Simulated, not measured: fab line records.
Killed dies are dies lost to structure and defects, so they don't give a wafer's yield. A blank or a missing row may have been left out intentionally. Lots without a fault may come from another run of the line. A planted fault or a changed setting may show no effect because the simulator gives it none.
fab line records | flow nand-harc
record lots=13 wafers=39 last-day=25
route steps=1159 shown P_ZERO_WELL@41 P_STI@85 END@1159
lots untouched by any fault: they come from a run of this same line in which no faults occurred
start-h: hours from the record's first day to the start of the lot's first wafer shown | wait-h: hours elapsed since this lot's preceding step | " the same as in the row above | L1.1+2: one row covering several wafers at once | - value missing, or start not given | * or withheld: withheld | < > ~ a bound
route shown NAME@n: NAME is a module with steps in the file, n the number in the route of the first one | usual: mean and standard deviation over wafers with no fault | same: alike in all rows | chamber/n: place in a boat | sites: per-site readings | _std_site: the values' standard deviation | _edge_site: the outer-site mean with the inner-site mean subtracted | radius-mm: for every site, how far away it sits from the centre of the wafer | mask NAME#n: copy n | behind: the tool/chamber that last shaped the wafer | hold: the reason the lot was held/the length of the hold in hours/how it ended | device: transistor that didn't switch, given as n, p or np | end of line: at the end of the route, the tests of the same wafers | a step without rows: its recipe alone | killed: dies that structure and defects cost at the first sort, which is not the same as the wafer's yield | map: shows each die of a wafer: x if killed, . if not, _ if none is there
set.NAME: the setting that was run; set.NAME@STEP: the one run at that earlier step | model.NAME: the simulator's own value behind a step, which no gauge read
steps of the route over a sample of lots; a table a step, a row a wafer
services: when a tool's chamber went out of use (start-h, in hours from the record's first day, below 0 if earlier), for how many hours, and the reason
## steps
# step NHARC_P_ZERO_WELL_EXPOSE_34
# recipe na=0.6 target-cd-nm=720 dose-mj=22.31 mask-id=P_PWELL
# usual reticle-temp-C=23.00/0.11
# columns lot.wafer tool chamber start-h wait-h mask reticle-temp-C
L842.1 krf-scanner-01 0 16.07 - P_PWELL#0 22.85
L842.3 " 0 " " P_PWELL#0 23.07
L842.6 " 0 " " P_PWELL#0 23.09
L843.2 krf-scanner-01 0 21.71 - P_PWELL#0 23.07
L843.3 " 0 " " P_PWELL#0 23.01
L843.5 " 0 " " P_PWELL#0 22.94
L844.2 krf-scanner-03 0 27.86 - P_PWELL#0 22.79
L844.4 " 0 " " P_PWELL#0 22.90
L844.6 " 0 " " P_PWELL#0 23.00
L846.2 krf-scanner-02 0 39.95 - P_PWELL#0 22.83
L846.4 " 0 " " P_PWELL#0 22.89
L846.5 " 0 " " P_PWELL#0 22.98
L847.2 krf-scanner-01 0 46.11 - P_PWELL#0 23.03
L847.3 " 0 " " P_PWELL#0 23.03
L847.4 " 0 " " P_PWELL#0 23.14
L850.1 krf-scanner-02 0 63.96 - P_PWELL#0 23.17
L850.3 " 0 " " P_PWELL#0 22.99
L850.5 " 0 " " P_PWELL#0 22.95
L853.1 krf-scanner-01 0 81.87 - P_PWELL#0 22.90
L853.2 " 0 " " P_PWELL#0 22.79
L853.4 " 0 " " P_PWELL#0 22.72
L855.2 krf-scanner-01 0 94.02 - P_NWELL#0 22.98
L855.3 " 0 " " P_NWELL#0 23.18
L855.5 " 0 " " P_NWELL#0 23.14
L857.1 krf-scanner-03 0 106.10 - P_PWELL#0 22.99
L857.3 " 0 " " P_PWELL#0 23.04
L857.6 " 0 " " P_PWELL#0 23.10
L860.1 krf-scanner-03 0 123.95 - P_PWELL#0 23.10
L860.3 " 0 " " P_PWELL#0 23.03
L860.4 " 0 " " P_PWELL#0 23.02
L863.1 krf-scanner-02 0 141.94 - P_PWELL#0 23.13
L863.3 " 0 " " P_PWELL#0 23.10
L863.4 " 0 " " P_PWELL#0 23.04
L864.2 krf-scanner-02 0 147.84 - P_PWELL#0 23.04
L864.5 " 0 " " P_PWELL#0 23.01
L864.6 " 0 " " P_PWELL#0 23.06
L865.2 krf-scanner-01 0 153.86 - P_PWELL#0 22.84
L865.4 " 0 " " P_PWELL#0 22.80
L865.5 " 0 " " P_PWELL#0 22.80
# step NHARC_P_ZERO_WELL_CD_MEAS_37
# recipe target-cd-nm=720 landing-energy-ev=500
# usual cd-nm=720.2/2.5
# columns lot.wafer tool chamber start-h wait-h cd-nm
L842.1 cd-sem-01 0 16.23 - 718.8
L842.3 " 0 " " 721.1
L842.6 " 0 " " 717.2
L843.2 cd-sem-03 0 21.86 - 721.5
L843.3 " 0 " " 722.8
L843.5 " 0 " " 724.8
L844.2 cd-sem-02 0 28.01 - 720.1
L844.4 " 0 " " 720.6
L844.6 " 0 " " 719.8
L846.2 cd-sem-02 0 40.11 - 714.8
L846.4 " 0 " " 723.6
L846.5 " 0 " " 720.1
L847.2 cd-sem-02 0 46.26 - 724.9
L847.3 " 0 " " 721.3
L847.4 " 0 " " 720.1
L850.1 cd-sem-03 0 64.12 - 722.4
L850.3 " 0 " " 722.0
L850.5 " 0 " " 720.4
L853.1 cd-sem-02 0 82.02 - 722.0
L853.2 " 0 " " 725.1
L853.4 " 0 " " 722.0
L855.2 cd-sem-01 0 94.18 - -
L855.3 " 0 " " -
L855.5 " 0 " " -
L857.1 cd-sem-03 0 106.25 - 718.8
L857.3 " 0 " " 719.6
L857.6 " 0 " " 722.4
L860.1 cd-sem-01 0 124.10 - 717.5
L860.3 " 0 " " 716.1
L860.4 " 0 " " 721.9
L863.1 cd-sem-02 0 142.11 - 722.4
L863.3 " 0 " " 720.4
L863.4 " 0 " " 724.8
L864.2 cd-sem-01 0 147.99 - 719.9
L864.5 " 0 " " 716.7
L864.6 " 0 " " 717.0
L865.2 cd-sem-02 0 154.01 - 718.6
L865.4 " 0 " " 719.9
L865.5 " 0 " " 720.8
# step NHARC_P_ZERO_WELL_INSPECT_43
# usual raw-defect-count=14/6.8
# columns lot.wafer tool chamber start-h wait-h raw-defect-count
L842.1 defect-inspect-02 - 19.57 0.6 9
L842.3 " - " " 20
L842.6 " - " " 14
L843.2 defect-inspect-02 - 25.22 0.5 14
L843.3 " - " " 9
L843.5 " - " " 17
L844.2 defect-inspect-01 - 31.53 0.5 5
L844.4 " - " " 11
L844.6 " - " " 2
L846.2 defect-inspect-01 - 43.85 0.5 7
L846.4 " - " " 14
L846.5 " - " " 7
L847.2 defect-inspect-01 - 49.70 0.4 23
L847.3 " - " " 25
L847.4 " - " " 26
L850.1 defect-inspect-02 - 68.07 0.6 9
L850.3 " - " " 15
L850.5 " - " " 20
L853.1 defect-inspect-02 - 86.14 1.1 16
L853.2 " - " " 16
L853.4 " - " " 18
L855.2 defect-inspect-01 - 97.86 0.5 13
L855.3 " - " " 11
L855.5 " - " " 11
L857.1 defect-inspect-01 - 109.59 0.6 7
L857.3 " - " " 9
L857.6 " - " " 3
L860.1 defect-inspect-02 - 127.54 0.6 23
L860.3 " - " " 15
L860.4 " - " " 17
L863.1 defect-inspect-02 - 145.67 0.6 12
L863.3 " - " " 4
L863.4 " - " " 15
L864.2 defect-inspect-02 - 151.44 0.5 13
L864.5 " - " " 13
L864.6 " - " " 13
L865.2 defect-inspect-01 - 157.34 0.5 25
L865.4 " - " " 17
L865.5 " - " " 9
# step NHARC_P_STI_INSPECT_11
# usual raw-defect-count=5.7/2.7
# columns lot.wafer tool chamber start-h wait-h raw-defect-count
L842.1 defect-inspect-02 - 31.52 0.0 2
L842.3 " - " " 4
L842.6 " - " " 7
L843.2 defect-inspect-02 - 42.87 0.0 8
L843.3 " - " " 4
L843.5 " - " " 1
L844.2 defect-inspect-02 - 47.44 0.0 6
L844.4 " - " " 13
L844.6 " - " " 7
L846.2 defect-inspect-01 - 62.04 0.0 9
L846.4 " - " " 2
L846.5 " - " " 9
L847.2 defect-inspect-01 - 62.22 0.1 5
L847.3 " - " " 4
L847.4 " - " " 4
L850.1 defect-inspect-01 - 83.57 0.0 5
L850.3 " - " " 3
L850.5 " - " " 4
L853.1 defect-inspect-01 - 101.69 0.0 1
L853.2 " - " " 4
L853.4 " - " " 3
L857.1 defect-inspect-02 - 131.28 0.0 5
L857.3 " - " " 3
L857.6 " - " " 2
L860.1 defect-inspect-02 - 144.34 0.0 10
L860.3 " - " " 4
L860.4 " - " " 11
L863.1 defect-inspect-02 - 159.19 0.0 8
L863.3 " - " " 9
L863.4 " - " " 4
L864.2 defect-inspect-01 - 166.88 0.0 4
L864.5 " - " " 8
L864.6 " - " " 5
L865.2 defect-inspect-02 - 172.72 0.0 3
L865.4 " - " " 4
L865.5 " - " " 5
# step NHARC_P_STI_INSPECT_25
# usual raw-defect-count=220/86
# columns lot.wafer tool chamber start-h wait-h raw-defect-count
L842.1 defect-inspect-02 - 59.47 0.4 202
L842.3 " - " " 259
L842.6 " - " " 228
L843.2 defect-inspect-02 - 72.50 0.4 560
L843.3 " - " " 452
L843.5 " - " " 306
L844.2 defect-inspect-02 - 76.72 0.4 123
L844.4 " - " " 117
L844.6 " - " " 113
L846.2 defect-inspect-01 - 90.22 0.4 170
L846.4 " - " " 128
L846.5 " - " " 173
L847.2 defect-inspect-02 - 90.22 0.4 335
L847.3 " - " " 223
L847.4 " - " " 257
L850.1 defect-inspect-02 - 117.23 0.4 358
L850.3 " - " " 372
L850.5 " - " " 187
L853.1 defect-inspect-02 - 148.99 0.4 126
L853.2 " - " " 166
L853.4 " - " " 266
L857.1 defect-inspect-02 - 163.18 0.4 278
L857.3 " - " " 392
L857.6 " - " " 293
L860.1 defect-inspect-02 - 169.05 0.4 234
L860.3 " - " " 307
L860.4 " - " " 332
L863.1 defect-inspect-02 - 184.58 0.4 182
L863.3 " - " " 149
L863.4 " - " " 147
L864.2 defect-inspect-02 - 195.72 0.4 314
L864.5 " - " " 152
L864.6 " - " " 158
L865.2 defect-inspect-02 - 199.91 0.4 143
L865.4 " - " " 242
L865.5 " - " " 175
# step NHARC_END_SORT_01
# recipe temp-c=25
# usual killed-at-array=30/10 killed-at-other=0.5/0.82 killed-at-periphery=2.9/2 killed-dies=34/11 killed-open=3.2/1.8 killed-short=2.0/1.4
# same gross-dies=677
# columns lot.wafer tool chamber start-h wait-h killed-at-array killed-at-other killed-at-periphery killed-dies killed-open killed-short
L855.2 prober-02 0 544.82 2.8 40 0 637 677 1 1
L855.3 prober-02 0 545.63 3.1 39 1 637 677 0 3
L855.5 prober-02 0 547.26 3.7 45 0 632 677 4 2
# killed by level:class
L855.2 P_ZERO_WELL:area-expose=634 A_CHANNEL_HOLE_D1:chamber-film-flake=14 A_SLIT:chamber-film-flake=13 A_STAIRCASE:chamber-film-flake=5 A_CONTACT:chamber-film-flake=5 P_GATE:chamber-film-flake=2 A_SGD_CUT:geometric-particle:short=1 A_WL_FILL:geometric-particle:open=1
L855.3 P_ZERO_WELL:area-expose=637 A_CHANNEL_HOLE_D1:chamber-film-flake=12 A_SLIT:chamber-film-flake=11 A_STAIRCASE:chamber-film-flake=8 A_CONTACT:chamber-film-flake=3 A_ONON_D1:geometric-particle:short=1 A_CHANNEL_HOLE_D1:geometric-particle:short=1 A_SGD_CUT:geometric-particle:short=1
L855.5 P_ZERO_WELL:area-expose=629 A_SLIT:chamber-film-flake=17 A_CHANNEL_HOLE_D1:chamber-film-flake=16 A_STAIRCASE:chamber-film-flake=4 A_CONTACT:chamber-film-flake=3 P_CONTACT:geometric-particle:short=1 P_M0:geometric-particle:open=1 A_SOURCE_PLATE:geometric-particle:open=1
## services
# columns tool chamber start-h hours kind
krf-scanner-01 - -7.61 0.5 repair
krf-scanner-03 - -4.00 4.0 pm
krf-scanner-03 - 4.00 0.4 repair
krf-scanner-03 - 44.62 7.2 repair
krf-scanner-03 - 74.83 1.8 repair
krf-scanner-02 - 77.34 4.0 pm
krf-scanner-01 - 84.00 4.0 pm
krf-scanner-03 - 93.72 6.3 repair
krf-scanner-01 - 122.40 4.9 repair
## key
first-sign step=NHARC_P_ZERO_WELL_EXPOSE_34 reading=mask direction=changed
effect step=NHARC_P_ZERO_WELL_CD_MEAS_37 reading=cd-nm direction=missing
effect step=NHARC_END_SORT_01 reading=killed-at-periphery direction=up sigmas=99+ usual=2.9 struck=635.3
more-kills-born-at NHARC_P_ZERO_WELL_EXPOSE_34@krf-scanner-01=1900
met-at NHARC_P_ZERO_WELL_EXPOSE_34
struck-lots L855
later-rows-left-out L855.2,L855.3,L855.5
tester-left-out L855
not-acting-at NHARC_P_ZERO_WELL_INSPECT_43,NHARC_P_STI_INSPECT_11,NHARC_P_STI_INSPECT_25
onset-between 81.87 94.02
fault kind=wrong-mask tool=any chamber=- onset-h=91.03 steps=NHARC_P_ZERO_WELL_EXPOSE_34 aux-copy=P_NWELL#0 scope=struck-lots-only
# tester-left-out: of these lots the tester's yield and bins aren't shown, on N5 and GAA mostly nor the transistor test; their killed dies are dies lost to structure and defects alone, not to doping, threshold or leakage, so they don't give the yield
# later-rows-left-out: the simulator's readings of these wafers behind a module that went badly wrong aren't trusted and aren't shown, but for the sort
